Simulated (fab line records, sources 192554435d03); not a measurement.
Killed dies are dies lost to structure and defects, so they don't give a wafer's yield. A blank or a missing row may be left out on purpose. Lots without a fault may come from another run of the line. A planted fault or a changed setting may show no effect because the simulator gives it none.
fab line records | flow n5_finfet
record lots=5 wafers=15 last_day=16
route steps=1938 shown BEOL_M2@911 BEOL_M3@931
lots that met no fault: from a run of the same line without faults
start_h: hours from the record's first day to the start of the lot's first wafer shown | wait_h: hours since the lot's step before | " the same as in the row above | L1.1+2: a row that stands for several wafers | - no value, or no start given | * or withheld: withheld | < > ~ a bound
route shown NAME@n: a module of which the file shows steps, and the number in the route of the first | usual: mean/standard deviation of fault-free wafers | same: alike in all rows | chamber/n: place in a boat | sites: the reading at each site | _std_site: their standard deviation | _edge_site: outer sites' mean less inner sites' | radius_mm: how far each site lies from the wafer's centre | mask NAME#n: copy n | behind: the tool/chamber that last shaped the wafer | hold: why the lot was held/for how many hours/how that ended | device: the transistor (n, p or np) that didn't switch | end of line: the same wafers' tests at the end of the route | a step without rows: its recipe alone | killed: dies lost to structure and defects at the first sort, not the wafer's yield | map: a wafer's dies, x killed, . not, _ none there
set.NAME: the setting as run; set.NAME@STEP: as run at that earlier step | model.NAME: the simulator's own value behind a step, which no gauge read
lots at some steps of the route; a table a step, a row a wafer
services: from which hour (start_h, from the record's first day; less than 0 if before it) a tool's chamber was out of use, for how many hours, and why
## steps
# step N5_BEOL_M2_ANNEAL_87
# recipe temp_c=400 time_s=240 ambient=vacuum
# usual heater_power_w=812/76
# same time_s=240
# columns lot.wafer tool chamber start_h wait_h heater_power_w
L074.1 pvd_sputter-02 - 145.56 0.0 754
L074.2 " - " " 779
L074.3 " - " " 853
L079.2 pvd_sputter-01 - 184.67 0.0 767
L079.3 " - " " 778
L079.5 " - " " 777
L080.2 pvd_sputter-02 - 186.68 0.0 831
L080.5 " - " " 820
L080.6 " - " " 852
L087.1 pvd_sputter-03 - 229.25 0.0 663
L087.2 " - " " 859
L087.3 " - " " 739
L088.3 pvd_sputter-03 - 231.09 0.0 655
L088.4 " - " " 876
L088.5 " - " " 857
# step N5_BEOL_M2_SPUTTER_88
# recipe material=Cu target_thk_a=45 temp_c=-20 chamber_pressure_pa=0.07 power_w=withheld time_s=8.29
# usual chuck_sensor_temp_C=-16.0/0.45 throttle_valve_pct=29.4/0.8
# same time_s=8.29
# columns lot.wafer tool chamber start_h wait_h chuck_sensor_temp_C throttle_valve_pct
L074.1 pvd_sputter-02 - 145.70 0.1 -15.7 28.6
L074.2 " - " " -16.4 29.3
L074.3 " - " " -16.8 29.0
L079.2 pvd_sputter-01 - 184.81 0.1 -15.8 28.1
L079.3 " - " " -15.3 29.8
L079.5 " - " " -15.1 29.8
L080.2 pvd_sputter-02 - 186.82 0.1 -15.8 29.6
L080.5 " - " " -15.9 29.8
L080.6 " - " " -16.8 28.9
L087.1 pvd_sputter-03 - 229.39 0.1 -16.6 29.1
L087.2 " - " " -15.7 29.3
L087.3 " - " " -15.6 29.3
L088.3 pvd_sputter-03 - 231.23 0.1 -16.6 28.8
L088.4 " - " " -16.2 29.5
L088.5 " - " " -15.7 29.3
# step N5_BEOL_M2_ANNEAL_89
# recipe temp_c=400 time_s=240 ambient=vacuum
# usual heater_power_w=810/75
# same time_s=240
# columns lot.wafer tool chamber start_h wait_h heater_power_w
L074.1 pvd_sputter-02 - 145.78 0.0 756
L074.2 " - " " 791
L074.3 " - " " 852
L079.2 pvd_sputter-01 - 184.89 0.0 777
L079.3 " - " " 761
L079.5 " - " " 777
L080.2 pvd_sputter-02 - 186.90 0.0 838
L080.5 " - " " 830
L080.6 " - " " 860
L087.1 pvd_sputter-03 - 229.47 0.0 668
L087.2 " - " " 873
L087.3 " - " " 763
L088.3 pvd_sputter-03 - 231.31 0.0 665
L088.4 " - " " 917
L088.5 " - " " 840
# step N5_BEOL_M2_SPUTTER_90
# recipe material=Cu target_thk_a=45 temp_c=-20 chamber_pressure_pa=0.07 power_w=withheld time_s=8.29
# usual chuck_sensor_temp_C=-16.0/0.45 throttle_valve_pct=29.4/0.8
# same time_s=8.29
# columns lot.wafer tool chamber start_h wait_h chuck_sensor_temp_C throttle_valve_pct
L074.1 pvd_sputter-02 - 145.92 0.1 -15.6 28.9
L074.2 " - " " -16.3 28.9
L074.3 " - " " -16.8 28.8
L079.2 pvd_sputter-01 - 185.03 0.1 -15.8 28.2
L079.3 " - " " -15.3 30.1
L079.5 " - " " -15.2 30.0
L080.2 pvd_sputter-02 - 187.04 0.1 -15.9 29.7
L080.5 " - " " -16.0 29.6
L080.6 " - " " -16.9 29.2
L087.1 pvd_sputter-03 - 229.61 0.1 -16.5 28.8
L087.2 " - " " -15.9 29.4
L087.3 " - " " -15.6 29.1
L088.3 pvd_sputter-03 - 231.45 0.1 -16.4 28.9
L088.4 " - " " -16.3 29.5
L088.5 " - " " -15.8 29.4
# step N5_BEOL_M2_ANNEAL_91
# recipe temp_c=400 time_s=240 ambient=vacuum
# usual heater_power_w=812/75
# same time_s=240
# columns lot.wafer tool chamber start_h wait_h heater_power_w
L074.1 pvd_sputter-02 - 146.00 0.0 736
L074.2 " - " " 810
L074.3 " - " " 893
L079.2 pvd_sputter-01 - 185.11 0.0 759
L079.3 " - " " 774
L079.5 " - " " 776
L080.2 pvd_sputter-02 - 187.12 0.0 824
L080.5 " - " " 829
L080.6 " - " " 867
L087.1 pvd_sputter-03 - 229.69 0.0 649
L087.2 " - " " 863
L087.3 " - " " 760
L088.3 pvd_sputter-03 - 231.53 0.0 672
L088.4 " - " " 912
L088.5 " - " " 852
# step N5_BEOL_M2_SPUTTER_92
# recipe material=Cu target_thk_a=45 temp_c=-20 chamber_pressure_pa=0.07 power_w=withheld time_s=8.29
# usual chuck_sensor_temp_C=-15.9/0.47 throttle_valve_pct=29.4/0.82
# same time_s=8.29
# columns lot.wafer tool chamber start_h wait_h chuck_sensor_temp_C throttle_valve_pct
L074.1 pvd_sputter-02 - 146.14 0.1 -15.5 28.6
L074.2 " - " " -16.4 28.9
L074.3 " - " " -16.8 28.8
L079.2 pvd_sputter-01 - 185.25 0.1 -15.9 28.1
L079.3 " - " " -15.1 30.0
L079.5 " - " " -15.3 30.0
L080.2 pvd_sputter-02 - 187.26 0.1 -15.9 29.9
L080.5 " - " " -15.9 29.8
L080.6 " - " " -16.8 29.2
L087.1 pvd_sputter-03 - 229.83 0.1 -16.4 28.9
L087.2 " - " " -15.7 29.4
L087.3 " - " " -15.6 29.5
L088.3 pvd_sputter-03 - 231.67 0.1 -16.5 28.5
L088.4 " - " " -16.3 29.9
L088.5 " - " " -15.8 29.5
# step N5_BEOL_M2_ANNEAL_93
# recipe temp_c=400 time_s=240 ambient=vacuum
# usual heater_power_w=811/74
# same time_s=240
# columns lot.wafer tool chamber start_h wait_h heater_power_w
L074.1 pvd_sputter-02 - 146.22 0.0 728
L074.2 " - " " 796
L074.3 " - " " 876
L079.2 pvd_sputter-01 - 185.33 0.0 758
L079.3 " - " " 756
L079.5 " - " " 768
L080.2 pvd_sputter-02 - 187.34 0.0 849
L080.5 " - " " 819
L080.6 " - " " 842
L087.1 pvd_sputter-03 - 229.91 0.0 686
L087.2 " - " " 863
L087.3 " - " " 761
L088.3 pvd_sputter-03 - 231.75 0.0 663
L088.4 " - " " 914
L088.5 " - " " 845
# step N5_BEOL_M2_SPUTTER_94
# recipe material=Cu target_thk_a=45 temp_c=-20 chamber_pressure_pa=0.07 power_w=withheld time_s=8.29
# usual chuck_sensor_temp_C=-16.0/0.47 throttle_valve_pct=29.4/0.82
# same time_s=8.29
# columns lot.wafer tool chamber start_h wait_h chuck_sensor_temp_C throttle_valve_pct
L074.1 pvd_sputter-02 - 146.36 0.1 -15.6 28.6
L074.2 " - " " -16.2 29.2
L074.3 " - " " -16.8 29.0
L079.2 pvd_sputter-01 - 185.47 0.1 -15.8 28.1
L079.3 " - " " -15.3 29.9
L079.5 " - " " -15.3 30.0
L080.2 pvd_sputter-02 - 187.48 0.1 -16.0 29.9
L080.5 " - " " -16.0 29.9
L080.6 " - " " -16.8 29.1
L087.1 pvd_sputter-03 - 230.05 0.1 -16.6 28.9
L087.2 " - " " -15.8 29.2
L087.3 " - " " -15.8 29.4
L088.3 pvd_sputter-03 - 231.89 0.1 -16.4 28.9
L088.4 " - " " -16.2 29.5
L088.5 " - " " -15.9 29.3
# step N5_BEOL_M2_ANNEAL_95
# recipe temp_c=400 time_s=240 ambient=vacuum
# usual heater_power_w=812/75
# same time_s=240
# columns lot.wafer tool chamber start_h wait_h heater_power_w
L074.1 pvd_sputter-02 - 146.44 0.0 761
L074.2 " - " " 784
L074.3 " - " " 897
L079.2 pvd_sputter-01 - 185.55 0.0 777
L079.3 " - " " 780
L079.5 " - " " 747
L080.2 pvd_sputter-02 - 187.56 0.0 844
L080.5 " - " " 820
L080.6 " - " " 867
L087.1 pvd_sputter-03 - 230.13 0.0 668
L087.2 " - " " 834
L087.3 " - " " 774
L088.3 pvd_sputter-03 - 231.97 0.0 657
L088.4 " - " " 922
L088.5 " - " " 830
# step N5_BEOL_M2_SPUTTER_96
# recipe material=Cu target_thk_a=45 temp_c=-20 chamber_pressure_pa=0.07 power_w=withheld time_s=8.29
# usual chuck_sensor_temp_C=-15.9/0.47 throttle_valve_pct=29.4/0.82
# same time_s=8.29
# columns lot.wafer tool chamber start_h wait_h chuck_sensor_temp_C throttle_valve_pct
L074.1 pvd_sputter-02 - 146.58 0.1 -15.6 28.9
L074.2 " - " " -16.1 28.9
L074.3 " - " " -16.8 28.9
L079.2 pvd_sputter-01 - 185.69 0.1 -16.0 28.0
L079.3 " - " " -15.2 30.0
L079.5 " - " " -15.3 29.9
L080.2 pvd_sputter-02 - 187.70 0.1 -16.0 29.8
L080.5 " - " " -16.0 30.0
L080.6 " - " " -16.9 29.0
L087.1 pvd_sputter-03 - 230.27 0.1 -16.4 28.8
L087.2 " - " " -15.8 29.4
L087.3 " - " " -15.7 29.2
L088.3 pvd_sputter-03 - 232.11 0.1 -16.5 28.9
L088.4 " - " " -16.2 29.5
L088.5 " - " " -15.6 29.5
# step N5_BEOL_M2_ECD_50
# recipe material=Cu target_thk_a=3000
# columns lot.wafer tool chamber start_h wait_h
L074.1+2+3 ecd_cu-01 1,0,1 146.70 0.1
L079.2+3+5 ecd_cu-01 1 185.81 0.1
L080.2+5+6 ecd_cu-02 1,1,0 187.82 0.1
L087.1+2+3 ecd_cu-01 1,0,0 230.39 0.1
L088.3+4+5 ecd_cu-01 0,1,0 232.25 0.1
# step N5_BEOL_M2_ANNEAL_51
# recipe temp_c=225 time_s=90 ambient=N2
# usual wafer_temp_C_max=225.80/0.23
# same time_s=90
# columns lot.wafer tool chamber start_h wait_h wafer_temp_C_max
L074.1 rtp_anneal-02 0 146.78 0.1 225.71
L074.2 " 0 " " 226.26
L074.3 " 0 " " 225.64
L079.2 rtp_anneal-01 0 186.07 0.2 225.76
L079.3 " 0 " " 225.89
L079.5 " 0 " " 225.86
L080.2 rtp_anneal-02 0 187.94 0.1 226.06
L080.5 " 0 " " 225.81
L080.6 " 0 " " 225.42
L087.1 rtp_anneal-01 0 230.47 0.1 225.98
L087.2 " 0 " " 225.84
L087.3 " 0 " " 226.01
L088.3 rtp_anneal-02 0 232.49 0.2 225.40
L088.4 " 0 " " 225.60
L088.5 " 0 " " 225.71
# step N5_BEOL_M2_CMP_52
# recipe stop_on=SiOC t_overpolish_s=6.8 down_force_psi=1 platen_rpm=50 clearing_platen_down_force_psi=1.5 clearing_platen_rpm=50 post_cmp_clean=cu_alkaline target_thk_nm=40 clearing_platen_pad_velocity_m_s=0.99484 pad_velocity_m_s=0.99484
# usual barrier_field_endpoint_s=24.6/0.64 clearing_platen_rpm=49.999/0.027 edge_zone_pressure_frac=0.999/0.0049 head_pressure_psi=0.9997/0.0022 motor_current_A=6.2/0.69 overpolish_run_s=6.799/0.0095 platen_rpm=50.00/0.036 time_to_endpoint_s=64/3.5
# columns lot.wafer tool chamber start_h wait_h barrier_field_endpoint_s clearing_platen_rpm edge_zone_pressure_frac head_pressure_psi motor_current_A overpolish_run_s platen_rpm time_to_endpoint_s
L074.3 cmp-02 3 147.11 0.2 23.4 49.977 0.999 0.9974 7.6 6.803 50.00 58
L074.1 " 0 " " 25.0 50.018 0.990 1.0034 5.8 6.801 50.01 64
L074.2 " 1 " " 24.5 49.946 1.003 1.0007 5.6 6.809 49.96 66
L079.2 cmp-02 1 186.38 0.3 24.2 50.038 1.001 0.9963 5.7 6.800 50.03 65
L079.3 " 2 " " 24.6 50.009 0.993 0.9965 5.6 6.791 50.02 66
L079.5 " 1 " " 25.1 50.010 0.999 0.9979 5.4 6.798 49.88 67
L080.2 cmp-02 0 188.27 0.3 24.9 50.007 0.998 0.9976 6.1 6.815 50.00 65
L080.6 " 2 " " 25.0 50.042 0.997 1.0020 5.8 6.785 50.02 61
L080.5 " 3 " " 24.6 50.030 1.001 0.9992 7.3 6.786 50.01 61
L087.1 cmp-03 0 230.77 0.3 24.2 49.950 0.994 1.0004 6.5 6.785 49.97 61
L087.3 " 1 " " 23.6 49.997 0.992 1.0059 6.3 6.796 49.98 60
L087.2 " 3 " " 23.6 49.979 0.993 1.0001 5.1 6.792 50.01 59
L088.3 cmp-03 2 232.95 0.4 24.1 49.988 1.001 0.9994 6.8 6.803 49.93 56
L088.4 " 3 " " 23.9 49.967 0.995 0.9996 4.8 6.800 50.01 57
L088.5 " 0 " " 24.6 49.995 1.003 0.9989 6.7 6.807 50.03 58
# step N5_BEOL_M2_THK_MEAS_53
# recipe thk_meas_gauge=xrf reads=Cu_of_BEOL_M2_ECD_50
# usual M2_THK=40.1/1.5
# columns lot.wafer tool chamber start_h wait_h M2_THK[nm]
L074.1 film_metro-02 - 147.37 - 42.1
L074.2 " - " " 42.5
L074.3 " - " " 39.3
L079.2 film_metro-02 - 186.64 - 40.4
L079.3 " - " " 39.0
L079.5 " - " " 39.5
L080.2 film_metro-01 - 188.49 - 44.4
L080.5 " - " " 38.9
L080.6 " - " " 42.1
L087.1 film_metro-01 - 231.06 - 38.6
L087.2 " - " " 40.0
L087.3 " - " " 39.5
L088.3 film_metro-02 - 233.17 - 37.6
L088.4 " - " " 37.0
L088.5 " - " " 38.7
# step N5_BEOL_M2_PRE_CLEAN_60
# recipe gas=NH3/H2 time_s=15 temp_c=* rf_power_w=300
# usual heater_power_outer_w=12/8.7 heater_power_w=70/17
# same time_s=15
# columns lot.wafer tool chamber start_h wait_h heater_power_outer_w heater_power_w
L074.1 cvd_co-01 0 147.41 0.0 22 78
L074.2 " 2 " " 2 55
L074.3 " 1 " " 10 59
L079.2 cvd_co-01 0 186.67 0.0 22 83
L079.3 " 1 " " 10 60
L079.5 " 1 " " 10 61
L080.2 cvd_co-01 2 188.53 0.0 2 56
L080.5 " 0 " " 22 82
L080.6 " 1 " " 10 61
L087.1 cvd_co-02 1 231.10 0.0 0 50
L087.2 " 2 " " 18 102
L087.3 " 0 " " 21 78
L088.3 cvd_co-01 0 233.21 0.0 22 80
L088.4 " 2 " " 2 54
L088.5 " 1 " " 10 59
# step N5_BEOL_M2_CO_CAP_55
# recipe material=Co target_thk_a=20 temp_c=200 precursor=CCTBA/H2 pressure_torr=30 time_s=102.1
# usual heater_power_outer_w=113/12 heater_power_w=218/21
# same time_s=102.1
# columns lot.wafer tool chamber start_h wait_h heater_power_outer_w heater_power_w
L074.1 cvd_co-01 0 147.45 0.0 121 238
L074.2 " 2 " " 101 200
L074.3 " 1 " " 112 204
L079.2 cvd_co-01 0 186.71 0.0 126 230
L079.3 " 1 " " 111 207
L079.5 " 1 " " 111 210
L080.2 cvd_co-01 2 188.57 0.0 101 199
L080.5 " 0 " " 125 229
L080.6 " 1 " " 110 202
L087.1 cvd_co-02 1 231.14 0.0 92 193
L087.2 " 2 " " 121 259
L087.3 " 0 " " 123 225
L088.3 cvd_co-01 0 233.25 0.0 125 237
L088.4 " 2 " " 102 195
L088.5 " 1 " " 109 205
# step N5_BEOL_M2_PRE_CLEAN_56
# recipe gas=NH3 time_s=15 temp_c=withheld rf_power_w=300
# same time_s=15
# columns lot.wafer tool chamber start_h wait_h
L074.1+2+3 pecvd-02 1,0,2 147.54 0.1
L079.2+3+5 pecvd-02 1,0,0 186.80 0.1
L080.2+5+6 pecvd-03 2,0,1 188.66 0.1
L087.1+2+3 pecvd-04 1,2,0 231.23 0.1
L088.3+4+5 pecvd-04 1,1,2 233.34 0.1
# step N5_BEOL_M2_DEP_57
# recipe material=SiCN target_thk_a=80 temp_c=withheld precursor=3MS/NH3 pressure_torr=3 rf_w=202 time_s=14
# usual showerhead_plenum_p_Torr=3.666/0.015 throttle_valve_pct=8.9/0.38
# same time_s=14
# columns lot.wafer tool chamber start_h wait_h showerhead_plenum_p_Torr throttle_valve_pct
L074.1 pecvd-02 1 147.56 0.0 3.635 10.1
L074.2 " 0 " " 3.683 8.3
L074.3 " 2 " " 3.675 8.2
L079.2 pecvd-02 1 186.83 0.0 3.633 10.0
L079.3 " 0 " " 3.684 8.7
L079.5 " 0 " " 3.679 8.8
L080.2 pecvd-03 2 188.68 0.0 3.653 8.5
L080.5 " 0 " " 3.680 8.9
L080.6 " 1 " " 3.661 9.1
L087.1 pecvd-04 1 231.25 0.0 3.659 8.9
L087.2 " 2 " " 3.683 8.9
L087.3 " 0 " " 3.675 8.8
L088.3 pecvd-04 1 233.36 0.0 3.666 9.1
L088.4 " 1 " " 3.656 9.1
L088.5 " 2 " " 3.674 8.9
# step N5_BEOL_M2_RS_MEAS_58
# recipe thk_meas_gauge=four-point-probe reads=Co_of_BEOL_M2_CO_CAP_55+Cu_of_BEOL_M2_ECD_50+Co_of_BEOL_M2_CVD_47+TaN_of_BEOL_M2_ALD_84
# usual M2_RS=0.667/0.029
# columns lot.wafer tool chamber start_h wait_h M2_RS[ohm/sq]
L074.1 film_metro-02 - 147.63 0.0 0.624
L074.2 " - " " 0.618
L074.3 " - " " 0.684
L079.2 film_metro-02 - 186.90 0.1 0.651
L079.3 " - " " 0.684
L079.5 " - " " 0.671
L080.2 film_metro-01 - 188.75 0.1 0.589
L080.5 " - " " 0.700
L080.6 " - " " 0.633
L087.1 film_metro-01 - 231.32 0.0 0.695
L087.2 " - " " 0.671
L087.3 " - " " 0.676
L088.3 film_metro-01 - 233.43 0.1 0.726
L088.4 " - " " 0.738
L088.5 " - " " 0.695
# step N5_BEOL_M2_INSPECT_59
# recipe inspect_instrument=darkfield mode=post_dep
# usual raw_defect_count=74/23
# columns lot.wafer tool chamber start_h wait_h raw_defect_count
L074.1 defect_inspect-01 - 147.65 0.0 78
L074.2 " - " " 114
L074.3 " - " " 81
L079.2 defect_inspect-01 - 186.92 0.0 56
L079.3 " - " " 48
L079.5 " - " " 89
L080.2 defect_inspect-01 - 188.78 0.0 79
L080.5 " - " " 87
L080.6 " - " " 71
L087.1 defect_inspect-01 - 231.35 0.0 69
L087.2 " - " " 105
L087.3 " - " " 84
L088.3 defect_inspect-02 - 233.46 0.0 85
L088.4 " - " " 84
L088.5 " - " " 95
# step N5_BEOL_M3_ILD_DEP_00
# recipe material=SiOC target_thk_a=790 temp_c=350 precursor=DEMS/O2 pressure_torr=5 rf_w=500 time_s=15.3
# usual heater_power_outer_w=265/51 heater_power_w=506/92 showerhead_plenum_p_Torr=5.705/0.016 throttle_valve_pct=11.9/0.45
# same time_s=15.3
# columns lot.wafer tool chamber start_h wait_h heater_power_outer_w heater_power_w showerhead_plenum_p_Torr throttle_valve_pct
L074.1 pecvd-03 2 147.69 0.0 255 436 5.690 11.4
L074.2 " 1 " " 246 471 5.682 11.9
L074.3 " 0 " " 279 511 5.731 11.6
L079.2 pecvd-01 2 186.96 0.0 349 694 5.713 12.8
L079.3 " 0 " " 242 455 5.727 12.2
L079.5 " 0 " " 245 441 5.714 12.1
L080.2 pecvd-04 1 188.81 0.0 256 503 5.677 11.8
L080.5 " 0 " " 177 375 5.685 11.5
L080.6 " 2 " " 257 467 5.706 11.8
L087.1 pecvd-03 1 231.38 0.0 260 483 5.685 11.9
L087.2 " 2 " " 223 416 5.696 11.4
L087.3 " 0 " " 215 443 5.716 11.5
L088.3 pecvd-03 0 233.49 0.0 285 540 5.699 12.0
L088.4 " 2 " " 229 408 5.691 11.5
L088.5 " 1 " " 282 505 5.698 11.9
# step N5_BEOL_M3_THK_MEAS_01
# recipe reads=SiOC_of_BEOL_M3_ILD_DEP_00
# usual M3_ILD_THK=78.8/1
# columns lot.wafer tool chamber start_h wait_h M3_ILD_THK[nm]
L074.1 film_metro-02 - 147.76 0.0 79.1
L074.2 " - " " 78.7
L074.3 " - " " 77.9
L079.2 film_metro-01 - 187.03 0.1 77.3
L079.3 " - " " 75.9
L079.5 " - " " 78.3
L080.2 film_metro-01 - 188.88 0.1 77.5
L080.5 " - " " 80.1
L080.6 " - " " 79.2
L087.1 film_metro-01 - 231.45 0.0 79.7
L087.2 " - " " 79.5
L087.3 " - " " 78.5
L088.3 film_metro-01 - 233.56 0.1 78.2
L088.4 " - " " 79.6
L088.5 " - " " 79.7
# step N5_BEOL_M3_PECVD_72
# recipe material=SiO2 target_thk_a=160 temp_c=400 precursor=TEOS/O2 pressure_torr=5.5 rf_w=450 teos_flow_sccm=53.8 gas=O2 flow_sccm=3000 time_s=18
# usual heater_power_outer_w=429/71 heater_power_w=737/120 showerhead_plenum_p_Torr=8.82/0.073 throttle_valve_pct=22.2/0.76
# same time_s=18
# columns lot.wafer tool chamber start_h wait_h heater_power_outer_w heater_power_w showerhead_plenum_p_Torr throttle_valve_pct
L074.1 pecvd-01 0 147.80 0.0 407 685 8.93 22.4
L074.2 " 1 " " 560 932 8.90 22.1
L074.3 " 2 " " 490 907 8.81 23.7
L079.2 pecvd-03 0 187.06 0.0 435 748 8.85 22.0
L079.3 " 2 " " 314 532 8.73 21.4
L079.5 " 2 " " 324 543 8.78 21.3
L080.2 pecvd-01 1 188.92 0.0 475 813 8.91 21.9
L080.5 " 1 " " 486 812 8.90 22.2
L080.6 " 2 " " 447 868 8.78 23.9
L087.1 pecvd-01 2 231.49 0.0 558 978 8.81 23.9
L087.2 " 1 " " 564 898 8.91 22.1
L087.3 " 0 " " 399 669 8.94 22.4
L088.3 pecvd-04 1 233.60 0.0 408 706 8.75 22.1
L088.4 " 1 " " 404 741 8.78 22.1
L088.5 " 2 " " 408 674 8.88 22.4
# step N5_BEOL_M3_HM_DEP_02
# recipe material=TiN target_thk_a=200 temp_c=25 chamber_pressure_pa=0.49996
# usual throttle_valve_pct=29.5/0.9
# columns lot.wafer tool chamber start_h wait_h throttle_valve_pct
L074.1 pvd_sputter-01 - 147.98 0.2 31.4
L074.2 " - " " 28.0
L074.3 " - " " 29.9
L079.2 pvd_sputter-01 - 187.17 0.1 30.6
L079.3 " - " " 29.8
L079.5 " - " " 30.8
L080.2 pvd_sputter-02 - 189.98 1.0 29.7
L080.5 " - " " 30.1
L080.6 " - " " 28.8
L087.1 pvd_sputter-03 - 232.19 0.7 29.4
L087.2 " - " " 29.4
L087.3 " - " " 28.8
L088.3 pvd_sputter-01 - 234.41 0.8 27.8
L088.4 " - " " 31.0
L088.5 " - " " 28.0
# step N5_BEOL_M3_COAT_61
# recipe resist=SOC temp_c=250 time_s=60 spin_rpm=1500 resist_thk_nm=60
# usual resist_line_temp_C=22.99/0.11
# same time_s=60
# columns lot.wafer tool chamber start_h wait_h resist_line_temp_C
L074.1 litho_track-03 0 148.11 0.1 23.07
L074.2 " 0 " " 23.17
L074.3 " 0 " " 23.04
L079.2 litho_track-04 0 187.30 0.1 23.25
L079.3 " 0 " " 23.18
L079.5 " 0 " " 23.04
L080.2 litho_track-01 0 190.11 0.1 23.00
L080.5 " 0 " " 22.88
L080.6 " 0 " " 22.97
L087.1 litho_track-03 0 232.32 0.1 23.11
L087.2 " 0 " " 23.07
L087.3 " 0 " " 23.19
L088.3 litho_track-01 0 234.53 0.1 22.87
L088.4 " 0 " " 23.01
L088.5 " 0 " " 22.89
# step N5_BEOL_M3_COAT_62
# recipe resist=SiARC temp_c=220 time_s=60 spin_rpm=1500 resist_thk_nm=12
# usual resist_line_temp_C=23.00/0.11
# same time_s=60
# columns lot.wafer tool chamber start_h wait_h resist_line_temp_C
L074.1 litho_track-03 0 - - 23.06
L074.2 " 0 " " 23.11
L074.3 " 0 " " 23.00
L079.2 litho_track-04 0 - - 23.16
L079.3 " 0 " " 23.17
L079.5 " 0 " " 23.16
L080.2 litho_track-01 0 - - 22.94
L080.5 " 0 " " 22.87
L080.6 " 0 " " 22.83
L087.1 litho_track-03 0 - - 23.04
L087.2 " 0 " " 22.90
L087.3 " 0 " " 23.17
L088.3 litho_track-01 0 - - 23.03
L088.4 " 0 " " 23.12
L088.5 " 0 " " 23.06
# step N5_BEOL_M3_COAT_73
# recipe resist=underlayer temp_c=205 time_s=60 spin_rpm=1500 resist_thk_nm=5
# usual resist_line_temp_C=23.00/0.1
# same time_s=60
# columns lot.wafer tool chamber start_h wait_h resist_line_temp_C
L074.1 litho_track-03 0 - - 23.04
L074.2 " 0 " " 23.03
L074.3 " 0 " " 23.00
L079.2 litho_track-04 0 - - 22.95
L079.3 " 0 " " 23.13
L079.5 " 0 " " 23.12
L080.2 litho_track-01 0 - - 22.71
L080.5 " 0 " " 22.81
L080.6 " 0 " " 22.80
L087.1 litho_track-03 0 - - 23.10
L087.2 " 0 " " 22.94
L087.3 " 0 " " 23.03
L088.3 litho_track-01 0 - - 23.12
L088.4 " 0 " " 23.19
L088.5 " 0 " " 23.10
# step N5_BEOL_M3_COAT_05
# recipe resist=CAR-EUV spin_rpm=1500 resist_thk_nm=30
# usual resist_line_temp_C=22.99/0.11
# columns lot.wafer tool chamber start_h wait_h resist_line_temp_C
L074.1 litho_track-03 0 - - 22.93
L074.2 " 0 " " 22.97
L074.3 " 0 " " 22.99
L079.2 litho_track-04 0 - - 22.91
L079.3 " 0 " " 23.04
L079.5 " 0 " " 22.92
L080.2 litho_track-01 0 - - 22.92
L080.5 " 0 " " 23.02
L080.6 " 0 " " 22.88
L087.1 litho_track-03 0 - - 23.04
L087.2 " 0 " " 22.98
L087.3 " 0 " " 22.99
L088.3 litho_track-01 0 - - 23.02
L088.4 " 0 " " 22.83
L088.5 " 0 " " 22.90
# step N5_BEOL_M3_EBR_07
# recipe solvent=PGMEA ebr_width_mm=1.5
# usual resist_line_temp_C=23.02/0.095
# columns lot.wafer tool chamber start_h wait_h resist_line_temp_C
L074.1 litho_track-03 0 - - 23.07
L074.2 " 0 " " 22.94
L074.3 " 0 " " 23.14
L079.2 litho_track-04 0 - - 22.89
L079.3 " 0 " " 23.00
L079.5 " 0 " " 23.10
L080.2 litho_track-01 0 - - 22.98
L080.5 " 0 " " 22.89
L080.6 " 0 " " 22.98
L087.1 litho_track-03 0 - - 23.08
L087.2 " 0 " " 22.97
L087.3 " 0 " " 22.98
L088.3 litho_track-01 0 - - 23.02
L088.4 " 0 " " 22.98
L088.5 " 0 " " 23.17
# step N5_BEOL_M3_SOFTBAKE_06
# recipe temp_c=110 time_s=60 resist=CAR-EUV
# usual resist_line_temp_C=23.00/0.1
# same time_s=60
# columns lot.wafer tool chamber start_h wait_h resist_line_temp_C
L074.1 litho_track-03 0 - - 22.86
L074.2 " 0 " " 22.91
L074.3 " 0 " " 22.83
L079.2 litho_track-04 0 - - 22.90
L079.3 " 0 " " 23.18
L079.5 " 0 " " 22.99
L080.2 litho_track-01 0 - - 23.07
L080.5 " 0 " " 23.00
L080.6 " 0 " " 22.97
L087.1 litho_track-03 0 - - 23.12
L087.2 " 0 " " 23.01
L087.3 " 0 " " 22.94
L088.3 litho_track-01 0 - - 23.13
L088.4 " 0 " " 22.95
L088.5 " 0 " " 22.99
# step N5_BEOL_M3_EXPOSE_08
# recipe mask_id=M3 na=0.33 source_shape=dipole sigma_inner=0.369 sigma_outer=0.767 polarization=unpolarized dose_mj=33
# columns lot.wafer tool chamber start_h wait_h mask
L074.1+2+3 euv_scanner-01 0 148.37 - M3#0
L079.2+3+5 euv_scanner-02 0 187.44 - M3#0
L080.2+5+6 euv_scanner-02 0 190.25 - M3#0
L087.1+2+3 euv_scanner-01 0 232.58 - M3#0
L088.3+4+5 euv_scanner-01 0 234.68 - M3#0
# step N5_BEOL_M3_PEB_09
# recipe peb_temp_c=100 peb_time_s=60 resist=CAR-EUV
# usual resist_line_temp_C=22.99/0.1
# same peb_time_s=60
# columns lot.wafer tool chamber start_h wait_h resist_line_temp_C
L074.1 litho_track-04 0 148.43 0.1 22.76
L074.2 " 0 " " 23.03
L074.3 " 0 " " 22.96
L079.2 litho_track-03 0 187.50 0.0 23.09
L079.3 " 0 " " 23.02
L079.5 " 0 " " 22.99
L080.2 litho_track-04 0 190.31 0.0 22.92
L080.5 " 0 " " 22.91
L080.6 " 0 " " 22.98
L087.1 litho_track-01 0 232.64 0.1 22.95
L087.2 " 0 " " 22.91
L087.3 " 0 " " 23.02
L088.3 litho_track-04 0 234.73 0.0 23.25
L088.4 " 0 " " 23.09
L088.5 " 0 " " 23.16
## services
# columns tool chamber start_h hours kind
cmp-03 - 123.44 5.9 pm
cvd_co-02 - 125.53 1.3 repair
litho_track-04 - 138.65 - consumable_replace:filter
euv_scanner-01 - 142.37 1.0 pm
cvd_co-01 - 142.56 2.3 repair
ecd_cu-01 - 151.04 5.3 pm
pecvd-02 - 156.60 0.3 repair
euv_scanner-01 - 159.79 0.1 repair
pvd_sputter-03 - 160.97 3.8 repair
euv_scanner-02 - 164.19 1.0 pm
cvd_co-02 2 172.43 19.2 repair
euv_scanner-01 - 183.81 12.0 pm
pecvd-01 - 184.12 2.8 pm
pvd_sputter-01 - 196.31 1.0 repair
euv_scanner-01 - 198.52 1.0 pm
pecvd-02 2 202.38 - clean
pecvd-02 2 202.38 - consumable_replace:showerhead
cmp-03 - 207.55 0.8 repair
litho_track-03 - 208.14 - consumable_replace:filter
cmp-03 - 211.29 4.0 pm
pecvd-04 0 217.28 2.1 scheduled_down
euv_scanner-02 - 220.32 1.0 pm
pecvd-04 2 225.36 2.1 scheduled_down
euv_scanner-01 - 227.44 4.6 pm
## key
fault none
